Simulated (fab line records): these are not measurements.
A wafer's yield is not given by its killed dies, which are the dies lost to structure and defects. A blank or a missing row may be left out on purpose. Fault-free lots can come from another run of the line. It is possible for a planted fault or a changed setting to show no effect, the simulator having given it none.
A lot that was struck, set against a sound lot | flow n5 finfet | 36 out of 1938 route steps
Sound: the wafers L704.1, L704.2, L704.6. Struck: wafer L702.5. (L702.3 of the same lot was not struck and is left out.) The cause comes at the end.
At each step with rows: each side's tool, then ch and its chambers, then its first start. Under that, the readings that differ: sound wafers | struck wafers | difference of the means | sigmas: that difference in standard deviations of wafers without a fault.
alike: readings whose means differ by less than 2 such deviations, and words and numbers that are the same on both sides. not compared: withheld readings, readings that some wafer has no value for, bounds like >300 that may hide the same value, and numbers for which the record gives no deviation and whose values overlap.
A row with sigmas, a row that says differs or no value, or rows on one side alone: a step with any of these is where the two part. Non-overlapping numbers with no deviation appear without sigmas and do not part them. Lack of a reading on every wafer of one side parts them only where that side has two or more wafers.

first, 8 steps without rows for these wafers: N5_MOL_CONTACT_COAG_PRECLEAN_138 (cleans in alkaline clean, time 60 s); N5_MOL_CONTACT_COAG_SRD_139 (time 30 s); N5_MOL_CONTACT_COAG_PRE_CLEAN_121; N5_MOL_CONTACT_COAG_CVD_140 (deposits W, target thk 66.5 nm, time 215 s); N5_MOL_CONTACT_COAG_PRECLEAN_127 (cleans in DIW, time 57.5 s); N5_MOL_CONTACT_COAG_SRD_128 (dry time 32 s); N5_MOL_CONTACT_COAG_CMP_52 (polishes, stops on SiO2, t overpolish 1.5 s, target thk 66.5 nm); N5_MOL_CONTACT_COAG_ANNEAL_112 (time 1800 s).
N5_BEOL_M0_SAQP_PECVD_00: deposits SiCN from 3MS/NH3, target thk 8 nm, time 14 s.
  sound on pecvd-01 ch 0,1,2, day 9 09:07; struck on pecvd-03 ch 1, day 9 00:31
  reading                                         | sound   | struck | difference | sigmas
  model.SiCN_of_BEOL_M0_SAQP_PECVD_00.thk nm (nm) | 7.8 8 8 | 5.6    | -2.3       |
  alike: showerhead plenum p Torr, showerhead vpp V, throttle valve pct
  not compared: since wet clean h
then, 25 steps without rows for these wafers: N5_BEOL_M0_SAQP_ILD_DEP_01 (deposits SiOC from DEMS/O2, target thk 45.419 nm, time 8.7 s); N5_BEOL_M0_SAQP_HM_DEP_02 (deposits TiN, target thk 12 nm); N5_BEOL_M0_SAQP_PECVD_03 (deposits SiCN from 3MS/NH3, target thk 12 nm, time 21.1 s); N5_BEOL_M0_SAQP_PECVD_96 (deposits a-Si from SiH4/He, target thk 45 nm, time 45.2 s); N5_BEOL_M0_SAQP_PECVD_97 (deposits SiNx from SiH4/NH3/N2, target thk 23 nm, time 19.9 s); N5_BEOL_M0_SAQP_PECVD_04 (deposits a-Si from SiH4/He, target thk 60 nm, time 60.2 s); N5_BEOL_M0_SAQP_HM_DEP_111 (deposits SiO2 from SiH4/N2O, target thk 12 nm, time 7.2 s); N5_BEOL_M0_SAQP_COAT_81 (time 60 s, resist thk 100 nm); N5_BEOL_M0_SAQP_COAT_82 (time 60 s, resist thk 30 nm); N5_BEOL_M0_SAQP_COAT_08 (resist thk 90 nm); N5_BEOL_M0_SAQP_EBR_10; N5_BEOL_M0_SAQP_SOFTBAKE_09 (time 60 s); N5_BEOL_M0_SAQP_EXPOSE_11 (exposes mask M0 CORE, target cd 42 nm); N5_BEOL_M0_SAQP_PEB_12 (peb time 60 s); N5_BEOL_M0_SAQP_DEVELOP_13 (develop time 30 s); N5_BEOL_M0_SAQP_DESCUM_19 (chemistry O2, time 7.9 s); N5_BEOL_M0_SAQP_ETCH_83 (etches SiARC in CF4, target depth 39 nm, time 65 s); N5_BEOL_M0_SAQP_ETCH_84 (etches SOC in N2/H2, target depth 100 nm, overetch 20 nm, time 150 s); N5_BEOL_M0_SAQP_STRIP_80 (strips in N2/H2); N5_BEOL_M0_SAQP_HM_OPEN_112 (chemistry CHF3/O2, target SiO2, stops on a-Si, target depth 12 nm, time 13.5 s); N5_BEOL_M0_SAQP_STRIP_113 (strips in CHF3/O2); N5_BEOL_M0_SAQP_MANDREL_ETCH_20 (etches a-Si in HBr/Cl2, stops on SiNx, target depth 60 nm, bt time 10 s, time 30 s); N5_BEOL_M0_SAQP_STRIP_86 (strips in N2/H2); N5_BEOL_M0_SAQP_STRIP_115 (strips in post etch residue remover, time 60 s); N5_BEOL_M0_SAQP_SRD_93 (time 30 s).
N5_BEOL_M0_ETCH_109: etches SiCN in CH3F/O2, target depth 8 nm, overetch 2.4 nm, time 27.4 s.
  sound on rie diel-05 ch 0,2,3, day 9 18:19; struck on rie diel-02 ch 3, day 9 11:16
  reading                  | sound             | struck | difference | sigmas
  oes product au (a.u.)    | 0.75 0.60 0.74    | 0.48   | -0.22      | -3
  model.etch.depth nm (nm) | 7.819 7.931 7.904 | 5.656  | -2.229     |
  alike: drypump motor current A, rf vpp V, showerhead plenum p Torr, throttle valve pct
  not compared: rf hours counter h
-- a jump in the record: the struck wafers' starts before and after are 2 days apart (it breaks off in module BEOL_M0 and resumes in module BEOL_M4, where the first step shown is number 1111 of the route) --
N5_BEOL_M4_RC_MEAS_101:
  sound on prober-01 ch 0, day 12 05:11; struck on prober-01 ch 0, day 11 12:22
  reading       | sound       | struck | difference | sigmas
  ION_P (uA/um) | 459 450 463 | 472    | +15        | +2
  alike: DIBL_N, DIBL_P, IOFF_N, IOFF_P, ION_N, SS_N, SS_P, VT_N, VT_P

## WHERE THEY PART
Earliest at N5_BEOL_M0_ETCH_109; latest, in this record, at N5_BEOL_M4_RC_MEAS_101.

WHY: what had been put in by the simulator
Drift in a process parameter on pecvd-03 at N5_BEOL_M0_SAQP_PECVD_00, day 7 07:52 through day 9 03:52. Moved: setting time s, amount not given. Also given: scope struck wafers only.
